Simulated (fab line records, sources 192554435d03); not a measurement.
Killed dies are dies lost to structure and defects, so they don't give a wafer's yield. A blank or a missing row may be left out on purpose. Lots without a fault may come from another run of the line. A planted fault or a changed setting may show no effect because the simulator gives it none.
Which tool did it? | flow n5_finfet | 9 lots, 27 wafers sampled, at 5 steps of a route of 1938

WHAT THE GAUGES READ, wafer by wafer
N5_FIN_CUT_CD_MEAS_08: target cd 29.1 nm. Usual: cd_nm 29.08 nm, standard deviation 0.21.
lot  | measured    | on        | cd_nm (nm)        | flag
L819 | day 2 14:35 | cd_sem-01 | 29.29 28.85 29.16 |
L820 | day 2 20:19 | cd_sem-01 | 29.16 28.91 29.34 |
L821 | day 3 02:20 | cd_sem-03 | 28.92 29.08 28.87 |
L827 | day 4 15:09 | cd_sem-01 | 29.19 29.11 29.10 |
L831 | day 5 15:06 | cd_sem-03 | 29.36 29.22 28.98 |
L836 | day 6 22:35 | cd_sem-02 | 28.76 28.81 29.23 |
L838 | day 7 08:37 | cd_sem-01 | 29.06 28.85 28.81 |
L839 | day 7 14:47 | cd_sem-02 | 29.26 29.50 29.26 |
L840 | day 7 20:11 | cd_sem-03 | 29.29 29.23 29.23 |

N5_BEOL_M4_RC_MEAS_101. Usual: DIBL_N 36.4 mV/V, standard deviation 1.4; DIBL_P 36.3 mV/V, standard deviation 1.8; IOFF_N 0.163 nA/um, standard deviation 0.024; IOFF_P 0.21 nA/um, standard deviation 0.034; ION_N 673 uA/um, standard deviation 11; ION_P 461 uA/um, standard deviation 7.4; SS_N 71.6 mV/dec, standard deviation 0.52; SS_P 73.3 mV/dec, standard deviation 0.58; VT_N 249.4 mV, standard deviation 2.5; VT_P -250 mV, standard deviation 3.5.
lot  | measured     | on        | DIBL_N (mV/V)  | DIBL_P (mV/V)  | IOFF_N (nA/um)    | IOFF_P (nA/um) | ION_N (uA/um) | ION_P (uA/um) | SS_N (mV/dec)  | SS_P (mV/dec)  | VT_N (mV)         | VT_P (mV)      | flag
L819 | day 8 07:10  | prober-01 | 37.2 37.2 37.5 | 38.0 37.4 38.2 | 0.170 0.169 0.181 | 0.25 0.24 0.24 | 663 668 666   | 456 462 459   | 71.9 71.2 71.9 | 73.8 73.4 73.8 | 245.9 249.0 246.9 | -246 -248 -248 |
L820 | day 8 18:12  | prober-02 | 36.8 36.2 35.0 | 37.2 36.3 35.3 | 0.173 0.167 0.147 | 0.19 0.19 0.17 | 674 685 668   | 449 455 453   | 71.8 71.4 71.9 | 73.8 72.5 72.8 | 246.7 246.7 251.3 | -254 -254 -254 |
L821 | day 9 00:22  | prober-02 | 34.6 36.9 37.7 | 33.8 36.4 38.1 | 0.118 0.154 0.176 | 0.20 0.25 0.27 | 651 661 682   | 458 462 477   | 70.6 72.2 72.1 | 72.5 72.9 74.1 | 254.1 247.8 249.6 | -248 -247 -243 |
L827 | day 10 02:36 | prober-02 | 37.4 37.1 35.2 | 37.7 37.6 35.3 | 0.189 0.195 0.146 | 0.24 0.24 0.20 | 675 708 686   | 464 472 470   | 71.9 71.1 71.2 | 73.2 73.7 73.1 | 245.7 246.1 252.9 | -250 -247 -251 |
L831 | day 11 17:55 | prober-01 | 35.4 35.2 37.6 | 36.1 35.5 38.1 | 0.172 0.160 0.204 | 0.22 0.21 0.25 | 688 664 683   | 466 464 463   | 72.0 70.9 71.9 | 73.5 73.1 74.3 | 246.6 251.5 245.7 | -246 -246 -245 |
L836 | day 12 19:30 | prober-02 | 37.2 36.8 36.7 | 37.3 36.7 37.1 | 0.153 0.150 0.156 | 0.21 0.20 0.21 | 674 665 679   | 457 459 463   | 72.6 71.8 71.8 | 73.9 73.5 73.9 | 250.4 252.3 251.0 | -250 -251 -253 |
L838 | day 13 15:14 | prober-02 | 35.1 36.0 35.1 | 34.8 35.2 35.0 | 0.137 0.146 0.142 | 0.19 0.20 0.20 | 665 666 662   | 460 455 456   | 70.9 71.1 70.9 | 73.0 72.9 72.6 | 250.8 251.1 248.0 | -250 -250 -248 |
L839 | day 13 12:08 | prober-02 | 35.3 34.5 35.9 | 31.4 30.9 32.4 | 0.130 0.117 0.137 | 0.15 0.14 0.16 | 674 669 660   | 453 450 446   | 71.3 70.8 70.6 | 72.9 72.6 72.0 | 250.6 251.5 250.8 | -258 -257 -255 |
L840 | day 13 18:05 | prober-01 | 37.4 40.3 36.6 | 35.5 38.7 33.9 | 0.158 0.217 0.146 | 0.23 0.30 0.22 | 674 691 656   | 466 465 458   | 71.0 72.4 71.6 | 73.2 73.9 72.1 | 249.3 245.3 254.2 | -247 -242 -247 |

WHICH TOOL RAN EACH LOT (tool, then ch and the chambers of the sampled wafers, then the start)
lot  | N5_FIN_SAQP_ETCH_67               | N5_FIN_SAQP_SPACER2_ETCHBACK_29   | N5_FIN_CUT_COAT_18
L819 | rie_diel-03 ch 0,1,3, day 2 12:56 | rie_diel-03 ch 0,3, day 2 13:30   | litho_track-02 ch 0, day 2 14:19
L820 | rie_diel-03 ch 1,2, day 2 18:39   | rie_diel-04 ch 0,1, day 2 19:14   | litho_track-03 ch 0, day 2 20:02
L821 | rie_diel-04 ch 0,1,3, day 3 00:31 | rie_diel-06 ch 0,1, day 3 01:04   | litho_track-04 ch 0, day 3 01:57
L827 | rie_diel-03 ch 1,2,3, day 4 13:24 | rie_diel-03 ch 0,2,3, day 4 13:59 | litho_track-03 ch 0, day 4 14:53
L831 | rie_diel-04 ch 0,2,3, day 5 13:18 | rie_diel-03 ch 0,3, day 5 14:01   | litho_track-03 ch 0, day 5 14:50
L836 | rie_diel-04 ch 0,1, day 6 20:54   | rie_diel-06 ch 0,1,2, day 6 21:29 | litho_track-03 ch 0, day 6 22:19
L838 | rie_diel-06 ch 1,2,3, day 7 06:23 | rie_diel-04 ch 2,3, day 7 07:14   | litho_track-04 ch 0, day 7 08:13
L839 | rie_diel-06 ch 1,2,3, day 7 13:08 | rie_diel-03 ch 0,1,2, day 7 13:42 | litho_track-02 ch 0, day 7 14:31
L840 | rie_diel-03 ch 0,1, day 7 18:17   | rie_diel-06 ch 0,2, day 7 18:58   | litho_track-04 ch 0, day 7 19:47
- N5_FIN_SAQP_ETCH_67: etches SiNx in CH3F/O2, target depth 30 nm.
- N5_FIN_SAQP_SPACER2_ETCHBACK_29: etches SiO2 in CHF3/O2, target depth 12.2 nm, time 6.1 s.
- N5_FIN_CUT_COAT_18: time 60 s, resist thk 230 nm.

WHAT THE TOOLS THEMSELVES READ (means of the sampled wafers that have a number; where no wafer has one, the mark that the record gives instead)
N5_FIN_SAQP_ETCH_67. Usual: drypump_motor_current_A 5.5 A, standard deviation 0.37; oes_product_au 0.79 a.u., standard deviation 0.098; rf_vpp_V 297.7 V, standard deviation 3; showerhead_plenum_p_Torr 2.03 Torr, standard deviation 0.065; throttle_valve_pct 16.38 %, standard deviation 0.27.
lot  | tool        | drypump_motor_current_A (A) | oes_product_au (a.u.) | rf_vpp_V (V) | showerhead_plenum_p_Torr (Torr) | throttle_valve_pct (%) | flag
L819 | rie_diel-03 | 5.4                         | 0.71                  | 298.9        | 2.01                            | 16.65                  |
L820 | rie_diel-03 | 5.6                         | 0.72                  | 299.0        | 1.97                            | 16.38                  |
L821 | rie_diel-04 | 5.6                         | 0.77                  | 297.8        | 2.08                            | 16.40                  |
L827 | rie_diel-03 | 5.7                         | 0.80                  | 302.3        | 2.06                            | 16.41                  |
L831 | rie_diel-04 | 5.5                         | 0.91                  | 297.3        | 2.07                            | 16.04                  |
L836 | rie_diel-04 | 5.6                         | 0.73                  | 297.3        | 2.08                            | 16.56                  |
L838 | rie_diel-06 | 5.6                         | 0.77                  | 296.8        | 1.98                            | 16.55                  |
L839 | rie_diel-06 | 5.6                         | 0.77                  | 296.8        | 1.98                            | 16.55                  |
L840 | rie_diel-03 | 5.2                         | 0.82                  | 295.0        | 1.97                            | 16.38                  |

N5_FIN_SAQP_SPACER2_ETCHBACK_29. Usual: drypump_motor_current_A 5.5 A, standard deviation 0.36; oes_product_au 0.79 a.u., standard deviation 0.097; rf_vpp_V 524 V, standard deviation 5.2; showerhead_plenum_p_Torr 2.44 Torr, standard deviation 0.07; throttle_valve_pct 18.93 %, standard deviation 0.29.
lot  | tool        | drypump_motor_current_A (A) | oes_product_au (a.u.) | rf_vpp_V (V) | showerhead_plenum_p_Torr (Torr) | throttle_valve_pct (%) | flag
L819 | rie_diel-03 | 5.3                         | 0.69                  | 521          | 2.41                            | 19.31                  |
L820 | rie_diel-04 | 5.7                         | 0.77                  | 526          | 2.51                            | 19.03                  |
L821 | rie_diel-06 | 5.4                         | 0.79                  | 518          | 2.36                            | 18.97                  |
L827 | rie_diel-03 | 5.5                         | 0.87                  | 526          | 2.47                            | 18.92                  |
L831 | rie_diel-03 | 5.5                         | 0.77                  | 526          | 2.44                            | 19.26                  |
L836 | rie_diel-06 | 5.3                         | 0.78                  | 519          | 2.36                            | 19.01                  |
L838 | rie_diel-04 | 5.6                         | 0.89                  | 524          | 2.46                            | 18.39                  |
L839 | rie_diel-03 | 5.5                         | 0.83                  | 526          | 2.44                            | 18.79                  |
L840 | rie_diel-06 | 5.3                         | 0.75                  | 518          | 2.38                            | 18.87                  |

N5_FIN_CUT_COAT_18. Usual: chill_plate_temp_C 22.99 C, standard deviation 0.15; heater_power_total_W 500.4 W, standard deviation 1.9; plate_temp_C 249.99 C, standard deviation 0.17.
lot  | tool           | chill_plate_temp_C (C) | heater_power_total_W (W) | plate_temp_C (C) | flag
L819 | litho_track-02 | 23.19                  | 501.4                    | 249.92           |
L820 | litho_track-03 | 23.01                  | 498.0                    | 250.05           |
L821 | litho_track-04 | 22.91                  | 500.2                    | 249.93           |
L827 | litho_track-03 | 22.97                  | 502.8                    | 249.73           |
L831 | litho_track-03 | 22.91                  | 437.1                    | 224.38           | OFF
L836 | litho_track-03 | 22.86                  | 439.5                    | 224.54           | OFF
L838 | litho_track-04 | 22.99                  | 500.8                    | 250.03           |
L839 | litho_track-02 | 22.97                  | 500.9                    | 250.02           |
L840 | litho_track-04 | 23.23                  | 500.9                    | 249.90           |

THE ANSWER, worked out from the rows above alone
Rule: a lot is off if the mean of its wafers that have a number lies more than 3 standard deviations from the usual mean. A lot without any number at a reading at which 4 lots or more have one is off too. The other lots that the step has rows for count as sound. The gauges are gone through in route order, then the tools' own readings, and for those a lot's mean is taken as printed above. The first step at which some lot is off is used, and at that step the reading that is off furthest; a lot without a number counts as furthest.
Off: L831, L836, at N5_FIN_CUT_COAT_18 (plate_temp_C).
A tool fits if, at that step or a process step before it, it ran every lot that is off, and no sound lot after the first of them. Can't be told from this: 2 tools fit, rie_diel-04 at N5_FIN_SAQP_ETCH_67, litho_track-03 at N5_FIN_CUT_COAT_18.

WHAT THE SIMULATOR HAD PUT IN
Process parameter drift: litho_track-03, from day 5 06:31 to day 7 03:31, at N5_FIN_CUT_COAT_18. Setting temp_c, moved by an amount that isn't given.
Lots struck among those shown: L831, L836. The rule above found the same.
